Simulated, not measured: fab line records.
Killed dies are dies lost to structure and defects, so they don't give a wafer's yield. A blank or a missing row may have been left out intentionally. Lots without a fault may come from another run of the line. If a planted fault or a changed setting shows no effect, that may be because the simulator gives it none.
Chamber matching / flow n5_finfet / 4 sister chambers for N5_MOL_CONTACT_COAG_ETCH_105 on rie_diel-06
The step etches SiARC in CF4, target depth 15.6 nm, time 26 s. 4 wafers are shown with their chamber, then 8 later ones without.

== WAFERS, EACH WITH ITS CHAMBER ==
wafer=L088.6; chamber=1; showerhead_plenum_p_Torr (Torr)=2.13
wafer=L091.4; chamber=2; showerhead_plenum_p_Torr (Torr)=2.03
wafer=L091.5; chamber=0; showerhead_plenum_p_Torr (Torr)=2.22
wafer=L093.1; chamber=3; showerhead_plenum_p_Torr (Torr)=2.24

== WAFERS WITH NO CHAMBER GIVEN ==
wafer=L093.3; showerhead_plenum_p_Torr (Torr)=2.22
wafer=L093.4; showerhead_plenum_p_Torr (Torr)=2.03
wafer=L095.2; showerhead_plenum_p_Torr (Torr)=2.24
wafer=L095.4; showerhead_plenum_p_Torr (Torr)=2.24
wafer=L095.5; showerhead_plenum_p_Torr (Torr)=2.03
wafer=L097.1; showerhead_plenum_p_Torr (Torr)=2.22
wafer=L097.4; showerhead_plenum_p_Torr (Torr)=2.21
wafer=L097.6; showerhead_plenum_p_Torr (Torr)=2.03

== WHICH CHAMBER EACH WENT THROUGH ==
wafer=L093.3; from the rows above=0; in truth=0
wafer=L093.4; from the rows above=2; in truth=2
wafer=L095.2; from the rows above=3; in truth=3
wafer=L095.4; from the rows above=3; in truth=3
wafer=L095.5; from the rows above=2; in truth=2
wafer=L097.1; from the rows above=0; in truth=0
wafer=L097.4; from the rows above=0; in truth=0
wafer=L097.6; from the rows above=2; in truth=2
8 of 8 placed correctly. Not placeable from these rows: 0. Number placed wrongly: 0.
How it was worked out, from the rows above alone: a wafer's distance from a chamber is the root of the sum, over the readings, of the square of ((its reading less the chamber's mean) divided by the reading's scatter). The wafer belongs to the nearest chamber; if the next one is less than 2 further off, it can't be placed. The mean given for a chamber averages the wafers shown for that chamber. The scatter (one wafer shown for each chamber): square how far every hidden wafer sits from the nearest shown wafer, average those squares and take the square root.
